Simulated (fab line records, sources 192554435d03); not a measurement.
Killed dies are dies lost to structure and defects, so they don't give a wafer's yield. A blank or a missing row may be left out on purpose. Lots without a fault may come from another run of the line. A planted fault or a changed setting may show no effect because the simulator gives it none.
Which tool did it? | flow n5_finfet | 10 lots, 29 wafers sampled, at 4 steps of a route of 1938

WHAT THE GAUGES READ, wafer by wafer
N5_BEOL_M4_RC_MEAS_101. Usual: DIBL_N 35.9 mV/V, standard deviation 1.6; DIBL_P 35.6 mV/V, standard deviation 2.1; IOFF_N 0.149 nA/um, standard deviation 0.029; IOFF_P 0.20 nA/um, standard deviation 0.033; ION_N 671 uA/um, standard deviation 11; ION_P 460 uA/um, standard deviation 7.3; SS_N 71.4 mV/dec, standard deviation 0.62; SS_P 73.2 mV/dec, standard deviation 0.65; VT_N 251 mV, standard deviation 3.1; VT_P -251 mV, standard deviation 3.4.
lot  | measured     | on        | DIBL_N (mV/V)  | DIBL_P (mV/V)  | IOFF_N (nA/um)    | IOFF_P (nA/um) | ION_N (uA/um) | ION_P (uA/um) | SS_N (mV/dec)  | SS_P (mV/dec)  | VT_N (mV)   | VT_P (mV)      | flag
L669 | day 9 13:25  | prober-02 | 38.3 35.9 35.0 | 37.6 34.8 33.7 | 0.182 0.149 0.126 | 0.26 0.22 0.19 | 680 675 663   | 468 471 461   | 72.3 71.2 70.9 | 73.0 72.7 72.9 | 247 250 252 | -248 -245 -251 |
L670 | day 9 17:02  | prober-01 | 36.0 36.4 36.3 | 38.9 37.9 38.7 | 0.162 0.158 0.175 | 0.24 0.22 0.24 | 676 681 704   | 477 468 480   | 70.3 71.3 71.8 | 73.6 73.6 73.8 | 250 248 248 | -247 -248 -245 |
L671 | day 10 06:55 | prober-01 | 32.7 35.6 34.3 | 32.2 35.6 34.7 | 0.106 0.159 0.128 | 0.16 0.21 0.19 | 651 677 666   | 456 472 459   | 70.9 70.7 70.7 | 72.7 73.2 73.2 | 256 247 254 | -254 -247 -249 |
L674 | day 10 17:42 | prober-02 | 37.6 37.4 33.8 | 37.5 37.5 32.5 | 0.173 0.169 0.115 | 0.20 0.19 0.14 | 676 675 655   | 456 458 450   | 71.4 71.1 70.4 | 73.9 73.7 72.9 | 248 248 251 | -255 -254 -256 |
L675 | day 11 07:04 | prober-01 | 35.1 34.1      | 33.3 32.3      | 0.135 0.118       | 0.19 0.18      | 662 664       | 461 455       | 71.3 70.7      | 73.0 72.6      | 253 254     | -251 -251      |
L677 | day 11 17:20 | prober-01 | 37.1 37.1 37.4 | 35.7 36.3 37.6 | 0.152 0.158 0.155 | 0.18 0.19 0.20 | 673 670 677   | 462 464 460   | 71.7 72.0 72.0 | 73.0 73.3 73.9 | 252 250 251 | -253 -253 -250 |
L680 | day 12 13:02 | prober-02 | 35.2 36.1 35.1 | 34.7 35.8 34.6 | 0.118 0.131 0.127 | 0.16 0.18 0.16 | 661 667 680   | 454 457 464   | 71.2 71.2 70.7 | 73.4 73.6 73.3 | 254 255 251 | -257 -252 -255 |
L682 | day 12 19:22 | prober-01 | 35.7 33.7 36.3 | 34.9 32.6 35.9 | 0.132 0.110 0.150 | 0.20 0.17 0.21 | 672 651 664   | 465 454 453   | 72.0 70.9 71.7 | 73.4 72.2 73.2 | 254 254 252 | -250 -249 -248 |
L684 | day 13 12:37 | prober-02 | 36.8 38.7 39.1 | 35.2 38.1 38.4 | 0.157 0.199 0.213 | 0.21 0.26 0.27 | 681 683 697   | 468 467 475   | 70.7 71.9 72.5 | 73.0 73.8 74.2 | 253 245 244 | -250 -244 -248 |
L685 | day 13 15:45 | prober-02 | 34.6 34.9 35.7 | 34.7 33.6 34.8 | 0.133 0.135 0.154 | 0.19 0.16 0.19 | 665 679 681   | 458 461 459   | 71.8 71.3 71.5 | 72.8 72.4 73.6 | 251 252 250 | -251 -253 -249 |

N5_BEOL_M7_INSPECT_58: inspects for defects (darkfield). Usual: raw_defect_count 74, standard deviation 25.
lot  | measured     | on                | raw_defect_count | flag
L669 | day 10 17:16 | defect_inspect-02 | 36 88 52         |
L670 | day 10 18:34 | defect_inspect-01 | 51 99 38         |
L671 | day 11 12:08 | defect_inspect-02 | 50 38 32         |
L674 | day 11 19:06 | defect_inspect-01 | 85 75 91         |
L675 | day 12 10:43 | defect_inspect-02 | 61 76            |
L677 | day 13 01:41 | defect_inspect-02 | 67 120 76        |
L680 | day 13 18:22 | defect_inspect-01 | 57 101 110       |
L682 | day 14 01:41 | defect_inspect-01 | 69 47 60         |
L684 | day 14 15:38 | defect_inspect-02 | 56 57 54         |
L685 | day 14 19:16 | defect_inspect-01 | 69 66 66         |

WHICH TOOL RAN EACH LOT (tool, then ch and the chambers of the sampled wafers, then the start)
lot  | N5_BEOL_M7_PRE_CLEAN_45      | N5_BEOL_M7_DEP_56
L669 | pvd_sputter-02, day 10 13:47 | pecvd-04 ch 1,2, day 10 17:11
L670 | pvd_sputter-02, day 10 16:46 | pecvd-02 ch 0,1,2, day 10 18:28
L671 | pvd_sputter-01, day 11 10:25 | pecvd-01 ch 0,1, day 11 12:02
L674 | pvd_sputter-03, day 11 17:14 | pecvd-04 ch 0,1,2, day 11 19:01
L675 | pvd_sputter-02, day 12 08:40 | pecvd-01 ch 0,1, day 12 10:38
L677 | pvd_sputter-01, day 13 00:04 | pecvd-02 ch 0,1, day 13 01:35
L680 | pvd_sputter-01, day 13 16:41 | pecvd-04 ch 0,1, day 13 18:14
L682 | pvd_sputter-02, day 13 23:52 | pecvd-04 ch 0,1,2, day 14 01:35
L684 | pvd_sputter-01, day 14 13:56 | pecvd-04 ch 0,2, day 14 15:33
L685 | pvd_sputter-01, day 14 17:40 | pecvd-01 ch 0,1, day 14 19:10
- N5_BEOL_M7_PRE_CLEAN_45: time 30 s.
- N5_BEOL_M7_DEP_56: deposits SiCN from 3MS/NH3, target thk 10 nm, time 17.5 s.

WHAT THE TOOLS THEMSELVES READ (means of the sampled wafers that have a number; where no wafer has one, the mark that the record gives instead)
N5_BEOL_M7_PRE_CLEAN_45. Usual: heater_power_w 320 W, standard deviation 19.
lot  | tool           | heater_power_w (W) | flag
L669 | pvd_sputter-02 | 306                |
L670 | pvd_sputter-02 | 309                |
L671 | pvd_sputter-01 | 327                |
L674 | pvd_sputter-03 | 335                |
L675 | pvd_sputter-02 | 296                |
L677 | pvd_sputter-01 | 318                |
L680 | pvd_sputter-01 | 314                |
L682 | pvd_sputter-02 | 309                |
L684 | pvd_sputter-01 | 331                |
L685 | pvd_sputter-01 | 326                |

N5_BEOL_M7_DEP_56. Usual: chamber_pressure_Torr 3.000 Torr, standard deviation 0.0073; rf_fwd_power_W 199.4 W, standard deviation 0.92; showerhead_plenum_p_Torr 3.659 Torr, standard deviation 0.009; throttle_valve_pct 9.1 %, standard deviation 0.75.
lot  | tool     | chamber_pressure_Torr (Torr) | rf_fwd_power_W (W) | showerhead_plenum_p_Torr (Torr) | throttle_valve_pct (%) | flag
L669 | pecvd-04 | -                            | -                  | -                               | -                      | OFF
L670 | pecvd-02 | -                            | -                  | -                               | -                      | OFF
L671 | pecvd-01 | -                            | -                  | -                               | -                      | OFF
L674 | pecvd-04 | 3.003                        | 199.4              | 3.662                           | 9.2                    |
L675 | pecvd-01 | 2.998                        | 200.0              | 3.651                           | 9.4                    |
L677 | pecvd-02 | 3.009                        | 200.2              | 3.663                           | 9.2                    |
L680 | pecvd-04 | 2.999                        | 199.9              | 3.653                           | 9.6                    |
L682 | pecvd-04 | 3.000                        | 198.9              | 3.653                           | 9.3                    |
L684 | pecvd-04 | 2.996                        | 199.0              | 3.661                           | 9.1                    |
L685 | pecvd-01 | 2.997                        | 200.1              | 3.656                           | 9.7                    |

THE ANSWER, worked out from the rows above alone
Rule: a lot is off if the mean of its wafers that have a number lies more than 3 standard deviations from the usual mean. A lot without any number at a reading at which 4 lots or more have one is off too. The other lots that the step has rows for count as sound. The gauges are gone through in route order, then the tools' own readings, and for those a lot's mean is taken as printed above. The first step at which some lot is off is used, and at that step the reading that is off furthest; a lot without a number counts as furthest.
Off: L669, L670, L671, at N5_BEOL_M7_DEP_56 (chamber_pressure_Torr). Without a number there: L669, L670, L671.
A tool fits if, at that step or a process step before it, it ran every lot that is off, and no sound lot after the first of them. None of those tried fits.

WHAT THE SIMULATOR HAD PUT IN
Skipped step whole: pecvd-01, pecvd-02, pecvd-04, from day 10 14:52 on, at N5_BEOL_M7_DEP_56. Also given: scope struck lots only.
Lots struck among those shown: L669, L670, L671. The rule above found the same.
